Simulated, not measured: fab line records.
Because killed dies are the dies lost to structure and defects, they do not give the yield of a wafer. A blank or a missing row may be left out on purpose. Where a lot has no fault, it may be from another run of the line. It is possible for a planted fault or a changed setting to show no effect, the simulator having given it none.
Matching of chambers ; flow n5-finfet ; N5_ILD0_CMP_07 on cmp-03: 4 sister chambers
The step polishes SiO2 flowable, stops on poly-Si, t overpolish 1.18 s, target thk 138.88 nm. 4 wafers are shown with their chamber, then 7 later ones without.

WAFERS PAIRED WITH THEIR CHAMBERS
wafer;chamber;motor-current-A (A)
L896.4;0;10.2
L901.6;3;11.7
L906.4;1;9.7
L906.5;2;11.2

WAFERS WHOSE CHAMBER IS MISSING
wafer;motor-current-A (A)
L906.6;10.3
L907.1;10.2
L907.3;13.1
L907.5;10.6
L910.2;10.9
L910.5;12.7
L910.6;11.0

CHAMBER TAKEN BY EACH
wafer;from the rows above;in truth
L906.6;can't be placed: 0 or 1 or 2 or 3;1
L907.1;can't be placed: 0 or 1 or 2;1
L907.3;can't be placed: 3 or 2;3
L907.5;can't be placed: 0 or 2 or 1 or 3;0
L910.2;can't be placed: 2 or 0 or 3 or 1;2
L910.5;can't be placed: 3 or 2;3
L910.6;can't be placed: 2 or 3 or 0 or 1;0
Placed correctly: 0 of 7. These rows do not allow placing 7 (true chamber among the candidates in 7). Placed wrongly: 0.
How it was worked out, from the rows above alone: a wafer's distance from a chamber is the root of the sum, over the readings, of the square of ((its reading less the chamber's mean) divided by the reading's scatter). The wafer belongs to the nearest chamber; if the next one is less than 2 further off, it can't be placed. Each chamber's mean is taken over the wafers shown for it. The scatter: root of mean squared gap, hidden wafer to nearest shown wafer, with one shown wafer a chamber.
